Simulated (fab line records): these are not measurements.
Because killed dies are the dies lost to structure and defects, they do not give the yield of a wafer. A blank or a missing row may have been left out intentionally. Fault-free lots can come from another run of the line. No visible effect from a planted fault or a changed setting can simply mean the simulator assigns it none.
Chamber matching ; flow nandHarc ; NHARC_A_M0_STRIP_18 on rieDiel-07: 4 sister chambers
The step strips in N2/H2. 4 wafers are shown with their chamber, then 8 later ones without.

WAFERS, EACH WITH ITS CHAMBER
wafer;chamber;drypumpMotorCurrentA (A)
L079.5;1;5.7
L089.5;0;5.9
L089.6;3;5.8
L088.2;2;5.1

WAFERS WITHOUT THEIR CHAMBER
wafer;drypumpMotorCurrentA (A)
L088.3;5.7
L088.6;5.8
L094.1;5.9
L094.2;5.8
L094.3;5.7
L097.1;5.2
L097.3;5.8
L097.4;5.7

CHAMBER TAKEN BY EACH
wafer;from the rows above;in truth
L088.3;1;1
L088.6;3;3
L094.1;0;0
L094.2;3;3
L094.3;1;1
L097.1;2;2
L097.3;3;3
L097.4;1;1
Correctly placed: 8 of 8. Can't be placed from these rows: 0. Placed wrongly: 0.
How it was worked out, from the rows above alone: a wafer's distance from a chamber is the root of the sum, over the readings, of the square of ((its reading less the chamber's mean) divided by the reading's scatter). The wafer belongs to the nearest chamber; if the next one is less than 2 further off, it can't be placed. For every chamber, the mean is computed from those of its wafers that are shown. The scatter: root of mean squared gap, hidden wafer to nearest shown wafer, with one shown wafer a chamber.
